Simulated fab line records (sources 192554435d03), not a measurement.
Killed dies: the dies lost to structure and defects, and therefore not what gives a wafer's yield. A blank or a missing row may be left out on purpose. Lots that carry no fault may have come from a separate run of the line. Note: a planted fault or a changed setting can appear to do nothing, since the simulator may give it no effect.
2 desks, one fault | flow n5Finfet | only its own numbers are on each desk; what lay behind them is given at the end

AT THE METROLOGY DESK
Lot by lot, what the gauges showed, no matter which tool ran the lot: averages of those sampled wafers that carry a number. Marked OUT: a lot whose mean sits more than 4 standard deviations from the usual mean, which makes it out of limits; the brackets give that distance. It has 10 readings; the 7 that lie furthest out on some lot are the ones shown.
Columns: A = DIBL_N at N5_BEOL_M4_RC_MEAS_101, usual 36.5 mV/V; B = DIBL_P at N5_BEOL_M4_RC_MEAS_101, usual 36.5 mV/V; C = IOFF_P at N5_BEOL_M4_RC_MEAS_101, usual 0.219 nA/um; D = ION_N at N5_BEOL_M4_RC_MEAS_101, usual 675 uA/um; E = SS_N at N5_BEOL_M4_RC_MEAS_101, usual 71.5 mV/dec; F = SS_P at N5_BEOL_M4_RC_MEAS_101, usual 73.4 mV/dec; G = VT_N at N5_BEOL_M4_RC_MEAS_101, usual 249.7 mV
lot  | first seen here | A    | B    | C     | D   | E    | F    | G
L220 | day 7 20:59     | 36.9 | 36.6 | 0.203 | 667 | 71.5 | 72.8 | 249.5
L221 | day 8 03:10     | 37.3 | 35.5 | 0.222 | 668 | 71.3 | 73.5 | 253.4
L222 | day 8 15:29     | 36.0 | 37.0 | 0.201 | 672 | 72.1 | 73.5 | 249.9
L225 | day 9 09:45     | 36.4 | 35.3 | 0.195 | 676 | 71.5 | 73.4 | 251.1
L224 | day 9 19:38     | 37.6 | 38.2 | 0.226 | 687 | 72.2 | 73.4 | 246.6
L231 | day 10 15:59    | 36.6 | 37.5 | 0.260 | 675 | 71.1 | 72.7 | 247.5
L235 | day 12 15:24    | 38.4 | 36.7 | 0.212 | 675 | 71.9 | 73.5 | 248.0
L238 | day 12 19:00    | 38.5 | 39.4 | 0.239 | 684 | 71.7 | 74.1 | 247.5
L240 | day 13 02:41    | 38.4 | 37.8 | 0.244 | 677 | 71.4 | 74.2 | 248.9
L242 | day 13 22:22    | 34.7 | 36.4 | 0.210 | 677 | 71.5 | 73.1 | 250.7
L243 | day 14 04:43    | 36.2 | 35.4 | 0.219 | 664 | 72.1 | 73.3 | 251.9
Finding of this desk: none of the 11 lots has anything out of limits.

TOOL OWNER'S DESK, pvdSputter-02
The tool's own readings at N5_BEOL_M1_SPUTTER_92 (material Cu, target thk 4.5 nm, time 8.29 s): means of the sampled wafers that have a number, for each lot that ran on this tool. Marked OUT: a lot whose mean sits more than 4 standard deviations from the usual mean, which makes it out of limits; the brackets give that distance.
Columns: A = chamberPressurePa at N5_BEOL_M1_SPUTTER_92, usual 0.07001 Pa; B = throttleValvePct at N5_BEOL_M1_SPUTTER_92, usual 30.5 %
lot  | first seen here | A                 | B
L220 | day 6 10:32     | 0.06994           | 30.7
L224 | day 7 17:38     | 0.07013           | 30.8
L225 | day 7 19:43     | 0.07006           | 30.7
L231 | day 9 07:28     | 0.07003           | 30.6
L235 | day 10 20:32    | 0.07742 (+57) OUT | 29.2
L238 | day 11 00:02    | 0.07745 (+57) OUT | 29.1
This desk's finding: out of limits on L235, L238; first on L235, day 10 20:32 (chamberPressurePa at N5_BEOL_M1_SPUTTER_92). In limits: L220, L224, L225, L231.

TAKEN TOGETHER
At day 10 20:32, on L235, L238, the tool owner's desk was in a position to raise an alarm.
Metrology desk: nothing out of limits seen.
The metrology desk has L235, L238 on record, within its limits.
N5_BEOL_M1_SPUTTER_92 was run on pvdSputter-02 by each of the lots named.

WHAT THE SIMULATOR HAD INSERTED
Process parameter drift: pvdSputter-02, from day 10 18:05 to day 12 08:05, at N5_BEOL_M1_SPUTTER_92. From 0.07, the setting chamberPressurePa moved by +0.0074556. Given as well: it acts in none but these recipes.
Shown lots that were struck: L235, L238.
Each desk's first reading out of limits, in hours after the fault started: the tool owner's desk, 2.
